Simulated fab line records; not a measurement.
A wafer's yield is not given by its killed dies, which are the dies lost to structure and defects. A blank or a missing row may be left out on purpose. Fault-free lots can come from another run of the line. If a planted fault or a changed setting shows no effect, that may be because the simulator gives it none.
A lot that was struck, set against a sound lot | flow nand_harc | 14 out of 1159 route steps
Sound: these wafers, L793.1, L793.3, L793.5. Wafers L782.2, L782.4, L782.6 were the ones struck. The cause is named last.
For every step that has rows: the tool of each side, followed by ch and its chambers, followed by its first start. Under that, the readings that differ: sound wafers | struck wafers | difference of the means | sigmas: that difference in standard deviations of wafers without a fault.
alike: words and numbers the same on both sides, and readings whose means are apart by under 2 such deviations; not compared: readings that were withheld, readings missing a value for some wafer, numbers with overlapping values and no deviation given by the record, and bounds like >300 which may hide the same value.
Wherever a step has rows on one side only, a row that says differs or no value, or a row with sigmas, the two part there. Non-overlapping numbers with no deviation appear without sigmas and do not part them. Lack of a reading on every wafer of one side parts them only where that side has two or more wafers.

first, 4 steps without rows for these wafers: NHARC_A_STAIRCASE_HARDBAKE_218 (time 140 s); NHARC_A_STAIRCASE_DESCUM_219 (chemistry O2, time 3 s); NHARC_A_STAIRCASE_TRIM_220 (chemistry O2, time 211.2 s); NHARC_A_STAIRCASE_ETCH_221 (etches the open film in C4F8/O2, target depth 100 nm, time 40.5 s).
NHARC_A_STAIRCASE_TRIM_222: chemistry O2, time 211.2 s.
  sound: rie_diel-02 ch 1,2,3; struck: rie_diel-02 ch 0,2
  alike: drypump_motor_current_A, oes_product_au, rf_vpp_V, showerhead_plenum_p_Torr, throttle_valve_pct
  not compared: rf_hours_counter_h
NHARC_A_STAIRCASE_ETCH_223: etches the open film in C4F8/O2, target depth 100 nm, time 40.5 s.
  sound: rie_diel-02 ch 2,3; struck: rie_diel-02 ch 0,1,3
  alike: bias_w, chamber_pressure_mTorr, oes_product_au, rf_vpp_V
  not compared: rf_hours_counter_h
NHARC_A_STAIRCASE_TRIM_224: chemistry O2, time 211.2 s.
  sound: rie_diel-02 ch 0,1,3; struck: rie_diel-02 ch 0,3
  alike: drypump_motor_current_A, oes_product_au, rf_vpp_V, showerhead_plenum_p_Torr, throttle_valve_pct
  not compared: rf_hours_counter_h
then, 2 steps without rows for these wafers: NHARC_A_STAIRCASE_ETCH_225 (etches the open film in C4F8/O2, target depth 100 nm, time 40.5 s); NHARC_A_STAIRCASE_TRIM_226 (chemistry O2, time 211.2 s).
NHARC_A_STAIRCASE_ETCH_227: etches the open film in C4F8/O2, target depth 100 nm, time 40.5 s.
  sound: rie_diel-02 ch 0,1,3; struck: rie_diel-02 ch 0,1,2
  alike: bias_w, chamber_pressure_mTorr, oes_product_au, rf_vpp_V
  not compared: rf_hours_counter_h
NHARC_A_STAIRCASE_TRIM_229: chemistry O2, time 211.2 s.
  sound on rie_diel-02 ch 0,2,3, day 15 09:43; struck on rie_diel-02 ch 2,3, day 12 08:01
  alike: drypump_motor_current_A, oes_product_au, rf_vpp_V, showerhead_plenum_p_Torr, throttle_valve_pct
  not compared: rf_hours_counter_h
NHARC_A_STAIRCASE_ETCH_230: etches the open film in C4F8/O2, target depth 100 nm, time 40.5 s.
  sound on rie_diel-02 ch 0,1,3, day 15 09:55; struck on rie_diel-02 ch 0,1,3, day 12 08:13
  no value came back on the struck wafers for bias_w (W), chamber_pressure_mTorr (mTorr), oes_product_au (a.u.), rf_vpp_V (V); on the sound wafers bias_w (W) reads 1000 994 998
  not compared: rf_hours_counter_h
then, 1 step without rows for these wafers: NHARC_A_STAIRCASE_TRIM_231 (chemistry O2, time 211.2 s).
-- break in the record here, with 9 days between the starts of the struck wafers on either side (left off in module A_STAIRCASE, picked up again in module END, where the first step shown is number 1159 on the route) --
NHARC_END_SORT_01:
  only the struck wafers appear in the record here, on prober-01 ch 0 at day 21 00:49; the sound ones have no rows

## WHERE THEY PART
At NHARC_A_STAIRCASE_ETCH_230 first; at NHARC_END_SORT_01 last (within this record only).

WHY: whatever the simulator had introduced
Skipped step whole: rie_diel-02, from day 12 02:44 on, at NHARC_A_STAIRCASE_ETCH_230. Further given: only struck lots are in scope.
